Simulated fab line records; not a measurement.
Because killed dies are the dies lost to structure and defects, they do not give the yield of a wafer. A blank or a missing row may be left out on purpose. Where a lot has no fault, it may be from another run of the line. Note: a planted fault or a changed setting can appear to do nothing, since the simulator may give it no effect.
Which tool did it? | flow n5 finfet | 10 lots, 29 wafers sampled, at 6 steps of a route of 1938

## WHAT THE GAUGES SHOWED, per wafer
N5_BEOL_M4_RC_MEAS_101. Usual: DIBL_N 37.0 mV/V, standard deviation 1.7; DIBL_P 36.7 mV/V, standard deviation 2; IOFF_N 0.17 nA/um, standard deviation 0.035; IOFF_P 0.22 nA/um, standard deviation 0.035; ION_N 672 uA/um, standard deviation 12; ION_P 461 uA/um, standard deviation 7.5; SS_N 71.6 mV/dec, standard deviation 0.67; SS_P 73.4 mV/dec, standard deviation 0.64; VT_N 250 mV, standard deviation 3.5; VT_P -250 mV, standard deviation 3.5.
lot  | measured     | on        | DIBL_N (mV/V)  | DIBL_P (mV/V)  | IOFF_N (nA/um) | IOFF_P (nA/um) | ION_N (uA/um) | ION_P (uA/um) | SS_N (mV/dec)  | SS_P (mV/dec)  | VT_N (mV)   | VT_P (mV)      | flag
L179 | day 8 00:55  | prober-01 | 37.2 34.5 34.7 | 36.6 33.5 33.6 | 0.19 0.13 0.14 | 0.27 0.20 0.22 | 692 663 663   | 476 461 469   | 72.1 71.3 71.2 | 73.0 72.5 73.0 | 249 252 249 | -242 -246 -246 |
L180 | day 8 08:05  | prober-01 | 38.7 37.0 35.7 | 41.7 39.1 36.9 | 0.22 0.16 0.14 | 0.27 0.20 0.18 | 674 664 645   | 463 454 445   | 72.6 73.0 72.5 | 75.0 73.4 73.1 | 248 254 256 | -248 -251 -253 |
L178 | day 8 08:34  | prober-02 | 36.8 35.5 33.7 | 36.0 35.4 33.5 | 0.16 0.14 0.11 | 0.18 0.17 0.16 | 672 655 663   | 459 448 460   | 72.2 71.2 70.5 | 72.7 72.9 72.3 | 250 249 255 | -252 -255 -254 |
L181 | day 8 19:19  | prober-02 | 37.0 37.2 36.3 | 36.5 36.3 36.4 | 0.17 0.19 0.18 | 0.25 0.25 0.25 | 665 675 685   | 462 467 473   | 71.7 72.0 71.3 | 73.2 73.1 73.8 | 249 245 244 | -244 -246 -247 |
L183 | day 9 01:03  | prober-02 | 38.6 39.0 38.8 | 38.0 38.0 37.8 | 0.20 0.20 0.20 | 0.24 0.23 0.22 | 695 682 674   | 466 461 451   | 71.1 72.1 71.9 | 73.5 74.5 74.3 | 245 245 247 | -251 -250 -252 |
L184 | day 9 04:19  | prober-01 | 38.4 39.2 39.6 | 39.0 38.8 39.8 | 0.19 0.20 0.21 | 0.27 0.25 0.27 | 665 668 658   | 464 449 454   | 72.2 72.3 72.4 | 73.6 74.1 74.5 | 247 249 247 | -248 -249 -250 |
L186 | day 10 00:00 | prober-02 | 38.4 38.6 42.0 | 38.6 38.4 41.3 | 0.21 0.21 0.31 | 0.24 0.25 0.29 | 705 695 695   | 469 471 463   | 72.5 72.0 73.7 | 73.6 73.5 75.1 | 246 244 243 | -246 -246 -246 |
L187 | day 10 03:26 | prober-01 | 36.7 36.6 36.5 | 37.4 37.3 36.7 | 0.17 0.16 0.15 | 0.20 0.20 0.20 | 681 673 662   | 467 464 454   | 71.9 71.7 71.5 | 74.2 73.3 73.5 | 252 252 254 | -252 -256 -253 |
L197 | day 13 08:39 | prober-01 | 39.6 37.1 37.6 | 42.4 39.0 39.3 | 0.21 0.16 0.15 | 0.29 0.22 0.22 | 678 670 666   | 466 467 452   | 72.8 71.3 72.0 | 73.9 73.5 73.6 | 247 250 251 | -248 -248 -249 |
L199 | day 13 14:22 | prober-02 | 36.6 38.0      | 36.8 38.7      | 0.13 0.15      | 0.17 0.19      | 658 664       | 447 454       | 71.6 71.6      | 73.4 74.3      | 256 253     | -257 -254      |

## TOOL THAT RAN EACH LOT (tool first, then ch and the chambers of the sampled wafers, then the start)
lot  | N5_BEOL_M4_SPUTTER_90        | N5_BEOL_M4_ANNEAL_95         | N5_BEOL_M4_ECD_50              | N5_BEOL_M4_ANNEAL_51             | N5_BEOL_M4_CMP_52
L179 | pvd sputter-02, day 7 23:04  | pvd sputter-02, day 7 23:35  | ecd cu-01 ch 0,1, day 7 23:50  | rtp anneal-02 ch 0, day 7 23:55  | cmp-04 ch 0,1,2, day 8 00:17
L180 | pvd sputter-02, day 8 05:42  | pvd sputter-02, day 8 06:13  | ecd cu-02 ch 0,1, day 8 06:30  | rtp anneal-01 ch 0, day 8 06:39  | cmp-03 ch 0,3, day 8 07:02
L178 | pvd sputter-01, day 8 05:53  | pvd sputter-01, day 8 06:24  | ecd cu-01 ch 0,1, day 8 06:40  | rtp anneal-02 ch 0, day 8 06:52  | cmp-04 ch 0,3, day 8 07:05
L181 | pvd sputter-01, day 8 17:28  | pvd sputter-01, day 8 17:59  | ecd cu-02 ch 0,1, day 8 18:14  | rtp anneal-02 ch 0, day 8 18:19  | cmp-01 ch 0,3, day 8 18:40
L183 | pvd sputter-03, day 8 23:16  | pvd sputter-03, day 8 23:47  | ecd cu-01 ch 0,1, day 9 00:03  | rtp anneal-02 ch 0, day 9 00:08  | cmp-03 ch 0,2,3, day 9 00:29
L184 | pvd sputter-03, day 9 02:19  | pvd sputter-03, day 9 02:50  | ecd cu-01 ch 0,1, day 9 03:05  | rtp anneal-02 ch 0, day 9 03:13  | cmp-04 ch 0,2,3, day 9 03:32
L186 | pvd sputter-02, day 9 22:13  | pvd sputter-02, day 9 22:44  | ecd cu-02 ch 0,1, day 9 22:59  | rtp anneal-01 ch 0, day 9 23:04  | cmp-01 ch 0,2, day 9 23:24
L187 | pvd sputter-01, day 10 01:40 | pvd sputter-01, day 10 02:11 | ecd cu-02 ch 0,1, day 10 02:26 | rtp anneal-01 ch 0, day 10 02:31 | cmp-04 ch 0,1,3, day 10 02:49
L197 | pvd sputter-03, day 13 06:53 | pvd sputter-03, day 13 07:25 | ecd cu-02 ch 0,1, day 13 07:40 | rtp anneal-01 ch 0, day 13 07:44 | cmp-01 ch 1,2,3, day 13 08:02
L199 | pvd sputter-02, day 13 12:05 | pvd sputter-02, day 13 12:37 | ecd cu-02 ch 1, day 13 12:52   | rtp anneal-01 ch 0, day 13 13:21 | cmp-04 ch 1,3, day 13 13:43
- N5_BEOL_M4_SPUTTER_90: material Cu, target thk 4.5 nm, time 8.29 s.
- N5_BEOL_M4_ANNEAL_95: time 240 s.
- N5_BEOL_M4_ECD_50: material Cu, target thk 300 nm.
- N5_BEOL_M4_ANNEAL_51: time 90 s.
- N5_BEOL_M4_CMP_52: polishes, stops on SiOC, t overpolish 6.8 s, target thk 40 nm.

## AS READ BY THE TOOLS THEMSELVES (means over the sampled wafers that have a number; for cases with no such wafer, the mark the record gives instead)
N5_BEOL_M4_SPUTTER_90. Usual: substrate temp c -20.02 C, standard deviation 0.11; throttle valve pct 30.1 %, standard deviation 1.1.
lot  | tool           | substrate temp c (C) | throttle valve pct (%) | flag
L179 | pvd sputter-02 | -20.00               | 30.7                   |
L180 | pvd sputter-02 | -19.99               | 31.1                   |
L178 | pvd sputter-01 | -20.00               | 28.9                   |
L181 | pvd sputter-01 | -20.03               | 29.4                   |
L183 | pvd sputter-03 | -20.16               | 29.9                   |
L184 | pvd sputter-03 | -19.97               | 29.9                   |
L186 | pvd sputter-02 | -20.06               | 31.0                   |
L187 | pvd sputter-01 | -19.97               | 29.5                   |
L197 | pvd sputter-03 | -19.98               | 29.1                   |
L199 | pvd sputter-02 | -20.02               | 30.3                   |

N5_BEOL_M4_ANNEAL_95. Usual: heater power w 860 W, standard deviation 69.
lot  | tool           | heater power w (W) | flag
L179 | pvd sputter-02 | 846                |
L180 | pvd sputter-02 | 842                |
L178 | pvd sputter-01 | 961                |
L181 | pvd sputter-01 | 923                |
L183 | pvd sputter-03 | 820                |
L184 | pvd sputter-03 | 824                |
L186 | pvd sputter-02 | 851                |
L187 | pvd sputter-01 | 934                |
L197 | pvd sputter-03 | 764                |
L199 | pvd sputter-02 | 833                |

N5_BEOL_M4_ANNEAL_51. Usual: wafer_temp_C_max 225.92, standard deviation 0.25.
lot  | tool          | wafer_temp_C_max | flag
L179 | rtp anneal-02 | 225.66           |
L180 | rtp anneal-01 | 226.14           |
L178 | rtp anneal-02 | 225.78           |
L181 | rtp anneal-02 | 225.82           |
L183 | rtp anneal-02 | 225.50           |
L184 | rtp anneal-02 | 225.76           |
L186 | rtp anneal-01 | 225.96           |
L187 | rtp anneal-01 | 225.98           |
L197 | rtp anneal-01 | 225.92           |
L199 | rtp anneal-01 | 226.00           |

N5_BEOL_M4_CMP_52. Usual: clearing platen down force psi 1.5000 psi, standard deviation 0.0029; motor current A 6.3 A, standard deviation 0.74; time to endpoint s 63 s, standard deviation 3.2.
lot  | tool   | clearing platen down force psi (psi) | motor current A (A) | time to endpoint s (s) | flag
L179 | cmp-04 | 1.5009                               | 5.3                 | 62                     |
L180 | cmp-03 | 1.5000                               | 7.2                 | 61                     |
L178 | cmp-04 | 1.5004                               | 5.9                 | 62                     |
L181 | cmp-01 | 1.5014                               | 6.5                 | 60                     |
L183 | cmp-03 | 1.5030                               | 7.4                 | 64                     |
L184 | cmp-04 | 1.4983                               | 5.8                 | 61                     |
L186 | cmp-01 | 1.5012                               | 6.0                 | 63                     |
L187 | cmp-04 | 1.4961                               | 5.7                 | 59                     |
L197 | cmp-01 | 1.5010                               | 6.6                 | 55                     |
L199 | cmp-04 | 1.4981                               | 5.8                 | 54                     |

## THE ANSWER, worked out from the rows above alone
Rule: lot off if the mean of its wafers having a number is beyond 3 standard deviations from the usual mean. A lot without any number at a reading at which 4 lots or more have one is off too. Any other lot the step has rows for is counted as sound. Order of review: gauges by route order, followed by the tools' own readings, for which a lot's mean as printed above is used. The first step at which some lot is off is used, and at that step the reading that is off furthest; a lot without a number counts as furthest.
Nothing can be told from this: no lot is off at any reading shown.

## WHAT THE SIMULATOR PUT IN
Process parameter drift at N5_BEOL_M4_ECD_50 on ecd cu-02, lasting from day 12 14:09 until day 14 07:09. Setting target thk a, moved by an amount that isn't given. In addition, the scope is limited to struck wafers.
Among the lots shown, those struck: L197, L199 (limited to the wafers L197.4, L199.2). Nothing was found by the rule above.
